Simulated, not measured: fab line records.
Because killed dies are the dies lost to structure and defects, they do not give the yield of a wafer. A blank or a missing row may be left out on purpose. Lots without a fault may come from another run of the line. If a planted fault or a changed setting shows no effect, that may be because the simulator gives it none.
Chamber matching    flow nandHarc    rieDiel-05 running NHARC_A_CHANNEL_HOLE_D1_ETCH_38: 4 sister chambers
The step etches the open film in CF4, target depth 39 nm, time 65 s. 18 wafers are shown with their chamber, then 9 later ones without.

WAFERS PAIRED WITH THEIR CHAMBERS
wafer   chamber  showerheadPlenumPTorr (Torr)  drypumpMotorCurrentA (A)  rfVppV (V)
L075.1  3        1.66                          4.9                       149.5
L075.2  2        1.70                          6.3                       150.8
L075.4  2        1.70                          6.3                       150.8
L078.2  3        1.66                          5.0                       149.2
L078.3  2        1.70                          6.3                       149.7
L078.6  2        1.70                          6.3                       149.5
L082.2  1        1.73                          6.6                       150.8
L082.3  0        1.84                          5.5                       152.7
L082.4  3        1.66                          5.0                       151.0
L087.3  3        1.65                          4.9                       151.0
L087.4  0        1.84                          5.5                       151.9
L087.6  3        1.65                          4.9                       150.1
L086.1  1        1.73                          6.6                       149.0
L086.5  0        1.84                          5.5                       152.7
L086.6  3        1.65                          5.0                       150.7
L088.3  1        1.73                          6.6                       149.7
L088.5  0        1.84                          5.5                       151.4
L088.6  1        1.73                          6.6                       151.2

SIGNATURES, as means of the wafers listed above
reading                chamber 0  chamber 1  chamber 2  chamber 3  scatter within a chamber
showerheadPlenumPTorr  1.8400     1.7300     1.7000     1.6550     0.00327
drypumpMotorCurrentA   5.500      6.600      6.300      4.950      0.0327
rfVppV                 152.175    150.175    150.200    150.250    0.791
Rule: distance of a wafer from a chamber = root of the sum over the readings of ((wafer's reading minus chamber's mean) / reading's scatter) squared. The wafer belongs to the nearest chamber; if the next one is less than 2 further off, it can't be placed. The scatter: take each reading less its chamber's mean, square it, sum over the shown wafers, divide by the number of wafers less the number of chambers, and take the root.

WAFERS WITH NO CHAMBER GIVEN
wafer   showerheadPlenumPTorr (Torr)  drypumpMotorCurrentA (A)  rfVppV (V)
L090.2  1.65                          5.0                       150.7
L090.4  1.72                          6.6                       152.3
L090.5  1.84                          5.5                       152.3
L092.4  1.65                          4.9                       149.4
L092.5  1.72                          6.6                       151.3
L092.6  1.69                          6.3                       151.3
L097.2  1.72                          6.7                       150.7
L097.3  1.69                          6.3                       150.7
L097.5  1.91                          4.9                       150.7

WHICH CHAMBER EACH WENT THROUGH
wafer    from the rows above   in truth
L090.2   3                     3
L090.4   1                     1
L090.5   0                     0
L092.4   3                     3
L092.5   1                     1
L092.6   2                     2
L097.2   1                     1
L097.3   2                     2
L097.5   0                     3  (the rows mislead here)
8 of 9 placed correctly. Number that these rows cannot place: 0. Placed wrongly: 1.
